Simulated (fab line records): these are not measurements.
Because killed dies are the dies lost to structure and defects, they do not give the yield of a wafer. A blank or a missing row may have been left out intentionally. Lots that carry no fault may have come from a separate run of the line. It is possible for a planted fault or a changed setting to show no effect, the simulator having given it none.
Struck lot and sound lot, side by side || flow n5_finfet || 24 steps out of a route of 1938
Sound: wafers L918.2, L918.3, L918.4. Wafers L927.1, L927.2, L927.3 were the ones struck. Last of all comes the cause.
Order at every step that has rows: each side's tool, ch and its chambers, its first start. Under that, the readings that differ: sound wafers || struck wafers || difference of the means || sigmas: that difference in standard deviations of wafers without a fault.
alike: readings whose means differ by less than 2 such deviations, and words and numbers that are the same on both sides. not compared: withheld readings, readings that some wafer has no value for, bounds like >300 that may hide the same value, and numbers for which the record gives no deviation and whose values overlap.
The two part at a step that has a row with sigmas, a row that says differs or no value, or rows on one side only. Numbers that have no deviation but don't overlap get no sigmas and don't part them. A reading that every wafer of one side lacks parts them only if that side has two wafers or more.

N5_BEOL_M6_INSPECT_13: inspects for defects (brightfield).
  sound on defect_inspect-02 at day 10 03:52; struck on defect_inspect-01 at day 11 21:17
  alike: raw_defect_count
then, 1 step without rows for these wafers: N5_BEOL_M6_DESCUM_16 (chemistry O2, time 7.9 s).
N5_BEOL_M6_ETCH_61: etches SiARC in CF4, target depth 45.5 nm, time 75.8 s.
  sound on rie_diel-04 ch 0,1,2, day 10 04:14; struck on rie_diel-06 ch 1,2,3, day 11 21:22
  alike: cf4_flow_sccm, drypump_motor_current_A, etch_rf_on_time_s, oes_product_au, rf_vpp_V, showerhead_plenum_p_Torr, throttle_valve_pct
  not compared: rf_hours_counter_h
N5_BEOL_M6_ETCH_62: etches SOC in N2/H2, target depth 110 nm, overetch 22 nm, time 165 s.
  sound on rie_diel-04 ch 0,1,2, day 10 04:17; struck on rie_diel-06 ch 1,2,3, day 11 21:25
  alike: drypump_motor_current_A, oes_product_au, rf_vpp_V, showerhead_plenum_p_Torr, throttle_valve_pct
  not compared: rf_hours_counter_h
then, 1 step without rows for these wafers: N5_BEOL_M6_STRIP_68 (strips in N2/H2).
N5_BEOL_M6_STRIP_67: strips in CF4.
  sound on rie_diel-04 ch 0,1,2, day 10 04:26; struck on rie_diel-06 ch 1,2,3, day 11 21:34
  alike: cf4_flow_sccm, drypump_motor_current_A, oes_product_au, rf_vpp_V, showerhead_plenum_p_Torr, throttle_valve_pct
  not compared: rf_hours_counter_h
N5_BEOL_M6_HM_OPEN_17: chemistry Cl2/BCl3, target TiN, target depth 20 nm, overetch 6 nm.
  sound on rie_metal-02 ch 0,1, day 10 04:28; struck on rie_metal-02 ch 0,1, day 11 21:36
  alike: bcl3_flow_sccm, drypump_motor_current_A, mfc_cl2_sccm, oes_product_au, throttle_valve_pct
  not compared: rf_hours_counter_h
N5_BEOL_M6_STRIP_19: strips in O2.
  sound on rie_diel-06 ch 0,1,3, day 10 04:35; struck on rie_diel-06 ch 1,2,3, day 11 21:52
  alike: drypump_motor_current_A, oes_product_au, rf_vpp_V, showerhead_plenum_p_Torr, throttle_valve_pct
  not compared: rf_hours_counter_h
N5_BEOL_M6_CD_MEAS_18: pitch 80 nm, target cd 40 nm.
  sound on cd_sem-02 at day 10 04:39; struck on cd_sem-03 at day 11 21:56
  alike: cd_nm
then, 3 steps without rows for these wafers: N5_BEOL_M6_COAT_63 (time 60 s, resist thk 60 nm); N5_BEOL_M6_COAT_64 (time 60 s, resist thk 12 nm); N5_BEOL_M6_COAT_71 (time 60 s, resist thk 5 nm).
N5_BEOL_M6_COAT_22: resist thk 30 nm.
  sound on litho_track-02 ch 0, day 10 04:56; struck on litho_track-03 ch 0, day 12 00:37
{"reading": "spin_speed_rpm (rpm)", "sound": "1500.0 1499.7 1499.5", "struck": "1568.6 1568.8 1568.8", "difference": "+69.0", "sigmas": "+74"}
{"reading": "model.CAR-EUV_of_BEOL_M6_COAT_22.thk_nm (nm)", "sound": "30 30.2 30", "struck": "29.2 29.2 29.2", "difference": -0.9, "sigmas": ""}
then, 5 steps without rows for these wafers: N5_BEOL_M6_EBR_24; N5_BEOL_M6_SOFTBAKE_23 (time 60 s); N5_BEOL_M6_EXPOSE_25 (exposes mask V5, target cd 40 nm); N5_BEOL_M6_PEB_26 (peb time 60 s); N5_BEOL_M6_DEVELOP_27 (develop time 30 s).
N5_BEOL_M6_CD_MEAS_28 targets a cd of 40 nm.
  sound on cd_sem-03 ch 0, day 10 05:17; struck on cd_sem-01 ch 0, day 12 01:01
  alike: cd_nm
N5_BEOL_M6_OVL_MEAS_29:
  sound on overlay-02 ch 0, day 10 05:19; struck on overlay-02 ch 0, day 12 01:02
  alike: V5_OVL
N5_BEOL_M6_INSPECT_30: inspects for defects (brightfield).
  sound on defect_inspect-02 at day 10 05:22; struck on defect_inspect-02 at day 12 01:05
  alike: raw_defect_count
N5_BEOL_M6_DESCUM_33: chemistry O2, time 7 s.
  sound on rie_diel-04 ch 0,2,3, day 10 06:07; struck on rie_diel-06 ch 0,2,3, day 12 01:18
{"reading": "oes_product_au (a.u.)", "sound": "0.73 0.74 0.70", "struck": "0.95 0.87 0.87", "difference": "+0.17", "sigmas": "+2"}
{"reading": "rf_hours_counter_h (h)", "sound": "173 147 219", "struck": "15 49 42", "difference": -144, "sigmas": ""}
{"reading": "model.CAR-EUV_of_BEOL_M6_COAT_22.thk_nm (nm)", "sound": "26 26.2 26.2", "struck": "25.2 25.2 25.4", "difference": -0.9, "sigmas": ""}
  alike: drypump_motor_current_A, rf_vpp_V, showerhead_plenum_p_Torr, throttle_valve_pct
then, 1 step without rows for these wafers: N5_BEOL_M6_ETCH_72 (etches underlayer in N2/H2, target depth 6.5 nm, time 5.2 s).
N5_PASSIVATION_PROBE_49:
  the record holds rows for the sound wafers here (prober-02, day 14 10:20) but none for the struck ones

WHERE THEY PART
Earliest at N5_BEOL_M6_COAT_22; latest, in this record, at N5_PASSIVATION_PROBE_49.

WHY: whatever the simulator had introduced
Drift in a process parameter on litho_track-03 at N5_BEOL_M6_COAT_22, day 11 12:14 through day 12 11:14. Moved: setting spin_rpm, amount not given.
